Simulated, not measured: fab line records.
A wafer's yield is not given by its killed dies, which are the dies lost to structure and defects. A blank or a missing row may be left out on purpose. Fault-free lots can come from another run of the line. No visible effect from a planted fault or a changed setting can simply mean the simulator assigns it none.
Matching of chambers -- flow n5 finfet -- 4 sister chambers for N5_MOL_CONTACT_COAG_CMP_28 on cmp-01
The step polishes, stops on SiNx, t overpolish 0.85 s, target thk 14.522 nm. 4 wafers are shown with their chamber, then 7 later ones without.

## WAFERS, EACH WITH ITS CHAMBER
wafer,chamber,motor current A (A)
L079.1,2,14.5
L079.6,1,13.5
L087.3,3,10.3
L087.4,0,13.6

## WAFERS MISSING THEIR CHAMBER
wafer,motor current A (A)
L087.6,12.6
L088.1,10.6
L088.3,13.4
L088.4,13.9
L094.1,14.3
L094.3,13.9
L094.5,13.3

## EACH ONE'S CHAMBER
wafer,from the rows above,in truth
L087.6,can't be placed: 1 or 0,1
L088.1,3,3
L088.3,can't be placed: 1 or 0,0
L088.4,can't be placed: 0 or 1 or 2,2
L094.1,can't be placed: 2 or 0 or 1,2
L094.3,can't be placed: 0 or 1 or 2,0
L094.5,can't be placed: 1 or 0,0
Correctly placed: 1 of 7. Cannot be placed on the basis of these rows: 6; the candidates contain the true chamber in 6. 0 placed wrongly.
How it was worked out, from the rows above alone: a wafer's distance from a chamber is the root of the sum, over the readings, of the square of ((its reading less the chamber's mean) divided by the reading's scatter). The wafer belongs to the nearest chamber; if the next one is less than 2 further off, it can't be placed. For every chamber, the mean is computed from those of its wafers that are shown. The scatter: with one shown wafer a chamber, the root of the mean of the squares of how far each hidden wafer lies from its nearest shown one.
